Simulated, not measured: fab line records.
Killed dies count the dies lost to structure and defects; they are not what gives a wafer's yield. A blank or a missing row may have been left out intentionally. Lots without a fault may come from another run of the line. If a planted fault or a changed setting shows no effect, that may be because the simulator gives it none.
Which of the tools did it? | flow n5 finfet | 9 lots, 27 wafers sampled, at 7 steps of a route of 1938

WHAT EACH GAUGE READ, for each wafer
N5_BEOL_M7_INSPECT_58: inspects for defects (darkfield). Usual: raw defect count 67, standard deviation 22.
lot  | measured     | on                | raw defect count | flag
L172 | day 11 05:15 | defect inspect-02 | 41 66 63         |
L176 | day 12 03:15 | defect inspect-02 | 92 68 57         |
L178 | day 12 08:20 | defect inspect-02 | 433 60 446       | OFF
L183 | day 13 16:02 | defect inspect-01 | 90 80 66         |
L182 | day 13 18:42 | defect inspect-01 | 60 57 62         |
L186 | day 14 02:44 | defect inspect-02 | 74 43 57         |
L188 | day 14 22:23 | defect inspect-01 | 68 87 89         |
L190 | day 16 00:41 | defect inspect-02 | 50 94 99         |
L191 | day 17 06:03 | defect inspect-01 | 80 79 79         |

N5_BEOL_M8_INSPECT_13: inspects for defects (brightfield). Usual: raw defect count 389, standard deviation 90.
lot  | measured     | on                | raw defect count | flag
L172 | day 11 08:13 | defect inspect-01 | 280 320 323      |
L176 | day 12 06:10 | defect inspect-02 | 487 632 405      |
L178 | day 12 09:38 | defect inspect-02 | 777 348 803      |
L183 | day 13 17:28 | defect inspect-01 | 488 481 450      |
L182 | day 13 20:27 | defect inspect-02 | 406 269 370      |
L186 | day 14 04:28 | defect inspect-01 | 406 550 372      |
L188 | day 14 23:41 | defect inspect-01 | 321 341 409      |
L190 | day 16 03:12 | defect inspect-01 | 340 353 322      |
L191 | day 17 08:28 | defect inspect-02 | 443 334 347      |

N5_BEOL_M8_INSPECT_30: inspects for defects (brightfield). Usual: raw defect count 389, standard deviation 89.
lot  | measured     | on                | raw defect count | flag
L172 | day 11 14:13 | defect inspect-02 | 287 315 339      |
L176 | day 12 07:51 | defect inspect-02 | 471 629 405      |
L178 | day 12 11:06 | defect inspect-01 | 783 323 825      |
L183 | day 13 23:59 | defect inspect-02 | 491 477 475      |
L182 | day 14 00:23 | defect inspect-02 | 371 278 362      |
L186 | day 14 08:17 | defect inspect-02 | 403 575 370      |
L188 | day 15 02:05 | defect inspect-02 | 337 353 403      |
L190 | day 16 05:14 | defect inspect-01 | 315 355 333      |
L191 | day 17 10:34 | defect inspect-02 | 456 347 339      |

WHICH TOOL RAN EACH LOT (tool, then ch and the chambers of the sampled wafers, then the start)
lot  | N5_BEOL_M7_ETCH_66                 | N5_BEOL_M7_STRIP_36                | N5_BEOL_M7_ANNEAL_51             | N5_BEOL_M7_CMP_52
L172 | rie diel-05 ch 1,2,3, day 11 02:30 | rie diel-05 ch 1,2,3, day 11 02:39 | rtp anneal-01 ch 0, day 11 04:33 | cmp-02 ch 1,2, day 11 04:48
L176 | rie diel-06 ch 2,3, day 11 23:11   | rie diel-06 ch 2,3, day 11 23:20   | rtp anneal-02 ch 0, day 12 02:11 | cmp-02 ch 0,1,3, day 12 02:53
L178 | rie diel-03 ch 0,2,3, day 12 05:32 | rie diel-03 ch 0,2,3, day 12 05:41 | rtp anneal-01 ch 0, day 12 07:35 | cmp-02 ch 0,3, day 12 07:53
L183 | rie diel-03 ch 0,1,3, day 13 12:11 | rie diel-03 ch 0,1,3, day 13 12:20 | rtp anneal-01 ch 0, day 13 15:17 | cmp-04 ch 1,2,3, day 13 15:35
L182 | rie diel-06 ch 0,1,3, day 13 16:07 | rie diel-06 ch 0,1,3, day 13 16:16 | rtp anneal-02 ch 0, day 13 17:57 | cmp-03 ch 0,1,2, day 13 18:20
L186 | rie diel-05 ch 0,1, day 14 00:08   | rie diel-05 ch 0,1, day 14 00:17   | rtp anneal-01 ch 0, day 14 02:02 | cmp-04 ch 0,1, day 14 02:17
L188 | rie diel-05 ch 1,2, day 14 18:37   | rie diel-05 ch 1,2, day 14 18:46   | rtp anneal-01 ch 0, day 14 21:38 | cmp-03 ch 0,1, day 14 21:58
L190 | rie diel-05 ch 1,2,3, day 15 21:27 | rie diel-05 ch 1,2,3, day 15 21:36 | rtp anneal-01 ch 0, day 15 23:56 | cmp-03 ch 0,3, day 16 00:14
L191 | rie diel-05 ch 1,2,3, day 17 01:55 | rie diel-05 ch 1,2,3, day 17 02:05 | rtp anneal-02 ch 0, day 17 05:07 | cmp-02 ch 0,1,2, day 17 05:36
- N5_BEOL_M7_ETCH_66: etches SOC in N2/H2, target depth 80 nm, overetch 16 nm, time 120 s.
- N5_BEOL_M7_STRIP_36: strips in N2/H2.
- N5_BEOL_M7_ANNEAL_51: time 90 s.
- N5_BEOL_M7_CMP_52: polishes, stops on SiCOH lowk, t overpolish 6.9 s, target thk 80 nm.

WHAT THE TOOLS THEMSELVES READ (means of the sampled wafers that have a number; where no wafer has one, the mark that the record gives instead)
N5_BEOL_M7_ETCH_66. Usual: drypump motor current A 5.7 A, standard deviation 0.47; oes product au 0.59 a.u., standard deviation 0.044; rf fwd power W 835.8 W, standard deviation 2.7; rf vpp V 523.3 V, standard deviation 2.3; showerhead plenum p Torr 2.52 Torr, standard deviation 0.084; throttle valve pct 17.76 %, standard deviation 0.22.
lot  | tool        | drypump motor current A (A) | oes product au (a.u.) | rf fwd power W (W) | rf vpp V (V) | showerhead plenum p Torr (Torr) | throttle valve pct (%) | flag
L172 | rie diel-05 | 5.8                         | 0.63                  | 835.6              | 523.5        | 2.53                            | 17.69                  |
L176 | rie diel-06 | 5.8                         | 0.57                  | 836.4              | 525.6        | 2.61                            | 17.87                  |
L178 | rie diel-03 | 5.6                         | 0.58                  | 834.3              | 524.3        | 2.54                            | 17.69                  |
L183 | rie diel-03 | 5.3                         | 0.59                  | 835.9              | 523.6        | 2.55                            | 17.67                  |
L182 | rie diel-06 | 5.7                         | 0.57                  | 834.2              | 523.3        | 2.54                            | 17.86                  |
L186 | rie diel-05 | 6.2                         | 0.61                  | 832.3              | 522.5        | 2.49                            | 17.76                  |
L188 | rie diel-05 | 5.4                         | 0.63                  | 836.4              | 523.8        | 2.54                            | 17.62                  |
L190 | rie diel-05 | 5.8                         | 0.60                  | 833.7              | 522.8        | 2.52                            | 17.75                  |
L191 | rie diel-05 | 5.8                         | 0.59                  | 835.2              | 522.7        | 2.52                            | 17.76                  |

N5_BEOL_M7_STRIP_36. Usual: drypump motor current A 5.7 A, standard deviation 0.47; oes product au 0.77 a.u., standard deviation 0.061; rf vpp V 59.2 V, standard deviation 1.4; showerhead plenum p Torr 2.52 Torr, standard deviation 0.084; throttle valve pct 23.6 %, standard deviation 0.3.
lot  | tool        | drypump motor current A (A) | oes product au (a.u.) | rf vpp V (V) | showerhead plenum p Torr (Torr) | throttle valve pct (%) | flag
L172 | rie diel-05 | 5.8                         | 0.82                  | 59.1         | 2.53                            | 23.5                   |
L176 | rie diel-06 | 5.8                         | 0.74                  | 58.8         | 2.60                            | 23.7                   |
L178 | rie diel-03 | 5.6                         | 0.75                  | 59.1         | 2.54                            | 23.4                   |
L183 | rie diel-03 | 5.3                         | 0.78                  | 58.7         | 2.54                            | 23.4                   |
L182 | rie diel-06 | 5.7                         | 0.74                  | 61.0         | 2.53                            | 23.6                   |
L186 | rie diel-05 | 6.2                         | 0.80                  | 58.7         | 2.48                            | 23.6                   |
L188 | rie diel-05 | 5.4                         | 0.82                  | 59.8         | 2.53                            | 23.4                   |
L190 | rie diel-05 | 5.8                         | 0.78                  | 57.8         | 2.52                            | 23.6                   |
L191 | rie diel-05 | 5.8                         | 0.78                  | 59.7         | 2.51                            | 23.6                   |

N5_BEOL_M7_ANNEAL_51. Usual: wafer_temp_C_max 226.0, standard deviation 0.34.
lot  | tool          | wafer_temp_C_max | flag
L172 | rtp anneal-01 | 225.5            |
L176 | rtp anneal-02 | 226.3            |
L178 | rtp anneal-01 | 225.6            |
L183 | rtp anneal-01 | 225.6            |
L182 | rtp anneal-02 | 226.6            |
L186 | rtp anneal-01 | 225.7            |
L188 | rtp anneal-01 | 225.9            |
L190 | rtp anneal-01 | 226.1            |
L191 | rtp anneal-02 | 226.3            |

N5_BEOL_M7_CMP_52. Usual: barrier field endpoint s 28.8 s, standard deviation 0.7; clearing platen rpm 49.999 rpm, standard deviation 0.023; motor current A 6.1 A, standard deviation 0.44; overpolish run s 6.900 s, standard deviation 0.0094; slurry filter dp kPa 13.50 kPa, standard deviation 0.13; time to endpoint s 62.0 s, standard deviation 2.6.
lot  | tool   | barrier field endpoint s (s) | clearing platen rpm (rpm) | motor current A (A) | overpolish run s (s) | slurry filter dp kPa (kPa) | time to endpoint s (s) | flag
L172 | cmp-02 | 28.5                         | 50.009                    | 6.0                 | 6.893                | 13.47                      | 62.1                   |
L176 | cmp-02 | 28.6                         | 49.991                    | 5.9                 | 6.901                | 13.47                      | 61.2                   |
L178 | cmp-02 | 27.9                         | 50.000                    | 5.9                 | 6.909                | 13.47                      | 58.6                   |
L183 | cmp-04 | 28.9                         | 49.999                    | 5.9                 | 6.905                | 13.57                      | 62.6                   |
L182 | cmp-03 | 28.8                         | 49.990                    | 5.7                 | 6.894                | 13.43                      | 62.9                   |
L186 | cmp-04 | 28.7                         | 50.003                    | 6.8                 | 6.895                | 13.57                      | 61.7                   |
L188 | cmp-03 | 29.1                         | 50.006                    | 5.7                 | 6.900                | 13.50                      | 62.6                   |
L190 | cmp-03 | 28.4                         | 50.006                    | 6.1                 | 6.904                | 13.66                      | 61.9                   |
L191 | cmp-02 | 28.2                         | 50.001                    | 5.9                 | 6.896                | 13.42                      | 60.4                   |

THE ANSWER, worked out from the rows above alone
Rule: take the mean of a lot's wafers that have a number; if it is more than 3 standard deviations from the usual mean, the lot is off. Also off: a lot with no number at a reading for which 4 or more lots have one. The other lots that the step has rows for count as sound. The gauges are gone through in route order, then the tools' own readings, and for those a lot's mean is taken as printed above. At the first step where some lot is off, the reading lying furthest off is the one used; lots without a number count as furthest.
Off: L178 (N5_BEOL_M7_INSPECT_58, raw defect count).
If a tool, at a process step before that reading, ran all the lots that are off and no sound lot after the first of them, it fits. Gauges at N5_BEOL_M7_INSPECT_58: tried the same way as those tools. Of those tried, none fits.

WHAT WAS PUT IN BY THE SIMULATOR
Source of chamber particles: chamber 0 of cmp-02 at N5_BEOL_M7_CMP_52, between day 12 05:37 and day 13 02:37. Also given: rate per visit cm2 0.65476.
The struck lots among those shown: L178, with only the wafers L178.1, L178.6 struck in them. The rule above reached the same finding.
